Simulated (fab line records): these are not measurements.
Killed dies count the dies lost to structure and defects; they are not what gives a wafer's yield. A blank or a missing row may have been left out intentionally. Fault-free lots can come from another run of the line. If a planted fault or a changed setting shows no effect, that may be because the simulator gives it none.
Matching of chambers + flow n5_finfet + N5_FIN_SAQP_PECVD_48 on pecvd-03 has 3 sister chambers
The step deposits SiNx from SiH4/NH3/N2, target thk 25 nm, time 22.1 s. 18 wafers are shown with their chamber, then 9 later ones without.

## EACH WAFER AND ITS CHAMBER
| wafer  | chamber | throttle_valve_pct (%) | showerhead_plenum_p_Torr (Torr) | heater_power_w (W) |
|--------|---------|------------------------|---------------------------------|--------------------|
| L074.3 | 0       | 39.3                   | 5.11                            | 810                |
| L074.5 | 2       | 39.6                   | 5.12                            | 674                |
| L074.6 | 1       | 36.7                   | 5.06                            | 873                |
| L078.1 | 2       | 39.8                   | 5.14                            | 638                |
| L078.3 | 1       | 36.6                   | 5.06                            | 904                |
| L078.6 | 1       | 36.7                   | 5.07                            | 916                |
| L079.1 | 1       | 36.4                   | 5.08                            | 910                |
| L079.3 | 0       | 39.4                   | 5.12                            | 749                |
| L079.5 | 0       | 39.4                   | 5.13                            | 738                |
| L080.1 | 0       | 39.2                   | 5.12                            | 807                |
| L080.2 | 1       | 36.5                   | 5.07                            | 796                |
| L080.4 | 0       | 39.1                   | 5.11                            | 832                |
| L081.2 | 0       | 39.2                   | 5.11                            | 815                |
| L081.5 | 0       | 39.3                   | 5.11                            | 820                |
| L081.6 | 1       | 36.7                   | 5.06                            | 952                |
| L082.1 | 0       | 39.2                   | 5.11                            | 817                |
| L082.2 | 1       | 36.4                   | 5.05                            | 833                |
| L082.3 | 2       | 39.9                   | 5.14                            | 650                |

SIGNATURES, as means of the wafers listed above
| reading                  | chamber 0 | chamber 1 | chamber 2 | scatter within a chamber |
|--------------------------|-----------|-----------|-----------|--------------------------|
| throttle_valve_pct       | 39.263    | 36.571    | 39.767    | 0.126                    |
| showerhead_plenum_p_Torr | 5.1150    | 5.0643    | 5.1333    | 0.00909                  |
| heater_power_w           | 798.50    | 883.43    | 654.00    | 41.9                     |
Rule: distance of a wafer from a chamber = root of the sum over the readings of ((wafer's reading minus chamber's mean) / reading's scatter) squared. The wafer belongs to the nearest chamber; if the next one is less than 2 further off, it can't be placed. The scatter is the square root of a quotient: the sum, over the shown wafers, of each reading's squared deviation from its chamber's mean, divided by wafers minus chambers.

## WAFERS MISSING THEIR CHAMBER
| wafer  | throttle_valve_pct (%) | showerhead_plenum_p_Torr (Torr) | heater_power_w (W) |
|--------|------------------------|---------------------------------|--------------------|
| L091.1 | 36.3                   | 5.06                            | 839                |
| L091.2 | 39.7                   | 5.13                            | 585                |
| L091.6 | 36.5                   | 5.07                            | 834                |
| L092.1 | 40.0                   | 5.12                            | 572                |
| L092.3 | 36.5                   | 5.06                            | 921                |
| L092.4 | 36.8                   | 5.07                            | 895                |
| L096.2 | 39.4                   | 5.12                            | 795                |
| L096.4 | 39.2                   | 5.12                            | 788                |
| L096.5 | 36.7                   | 5.06                            | 900                |

## EACH ONE'S CHAMBER
| wafer  | from the rows above | in truth |
|--------|---------------------|----------|
| L091.1 | 1                   | 1        |
| L091.2 | 2                   | 2        |
| L091.6 | 1                   | 1        |
| L092.1 | 2                   | 2        |
| L092.3 | 1                   | 1        |
| L092.4 | 1                   | 1        |
| L096.2 | 0                   | 0        |
| L096.4 | 0                   | 0        |
| L096.5 | 1                   | 1        |
Placed correctly: 9 of 9. Can't be placed from these rows: 0. Wrongly placed: 0.
